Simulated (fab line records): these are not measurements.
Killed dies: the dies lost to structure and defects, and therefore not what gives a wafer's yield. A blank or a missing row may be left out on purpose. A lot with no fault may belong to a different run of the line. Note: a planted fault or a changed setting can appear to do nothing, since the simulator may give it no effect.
2 desks, one fault / flow nand harc / what lay behind the numbers comes last; until then each desk has only its own

== THE DEFECT DESK ==
For each lot, the counts of the inspections along the route, averaged over the sampled wafers that have a number. If a lot's mean is further than 4 standard deviations from the usual mean, the lot is out of limits and carries the mark OUT (the distance appears in the brackets).
Columns: A = raw defect count at NHARC_A_ZERO_WELL_INSPECT_17, usual 11; B = raw defect count at NHARC_A_SOURCE_PLATE_INSPECT_08, usual 59
lot=L701; first seen here=day 7 03:18; A=12; B=88
lot=L702; first seen here=day 7 16:03; A=6; B=82
lot=L704; first seen here=day 7 16:40; A=6; B=41
lot=L706; first seen here=day 8 16:54; A=4; B=40
lot=L709; first seen here=day 9 15:07; A=8; B=74
lot=L710; first seen here=day 9 18:16; A=15; B=43
lot=L714; first seen here=day 10 10:08; A=373 (+59) OUT; B=400 (+14) OUT
lot=L716; first seen here=day 10 17:27; A=12; B=45
lot=L720; first seen here=day 11 14:22; A=6; B=60
lot=L719; first seen here=day 11 14:46; A=383 (+61) OUT; B=421 (+15) OUT
lot=L722; first seen here=day 12 11:53; A=7; B=48
This desk's verdict: out of limits on L714, L719, starting with L714 at day 10 10:08 (raw defect count at NHARC_A_ZERO_WELL_INSPECT_17). L701, L702, L704, L706, L709, L710, L716, L720, L722: within limits.

== AT THE METROLOGY DESK ==
Means of the sampled wafers that have a number, per lot and without regard to the tool the lot ran on: this is what the gauges read. If a lot's mean is further than 4 standard deviations from the usual mean, the lot is out of limits and carries the mark OUT (the distance appears in the brackets).
Columns: A = thk nm at NHARC_A_ONON_D1_THK_MEAS_02, usual 997 nm
lot=L701; first seen here=day 8 02:40; A=1003
lot=L704; first seen here=day 8 13:03; A=995
lot=L702; first seen here=day 8 13:05; A=985
lot=L706; first seen here=day 9 15:18; A=1012
lot=L710; first seen here=day 10 12:25; A=1010
lot=L709; first seen here=day 10 12:26; A=1005
lot=L714; first seen here=day 11 07:43; A=1005
lot=L716; first seen here=day 11 15:25; A=1012
lot=L720; first seen here=day 12 14:29; A=995
lot=L719; first seen here=day 12 14:29; A=985
lot=L722; first seen here=day 13 09:22; A=986
Result from this desk: across the 11 lots, nothing is out of limits.

== TAKEN TOGETHER ==
The defect desk could have raised an alarm at day 10 10:08, on L714, L719.
Metrology desk: nothing out of limits seen.
The metrology desk has L714, L719 on record, within its limits.
The lots listed all ran NHARC_A_ZERO_WELL_PRECLEAN_00 on wet bench-05.

== WHAT THE SIMULATOR HAD INSERTED ==
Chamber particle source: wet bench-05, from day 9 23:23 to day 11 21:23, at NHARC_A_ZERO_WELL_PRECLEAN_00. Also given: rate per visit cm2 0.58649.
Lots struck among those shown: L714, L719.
Hours from the fault's start to each desk's first reading out of limits: the defect desk, 11.
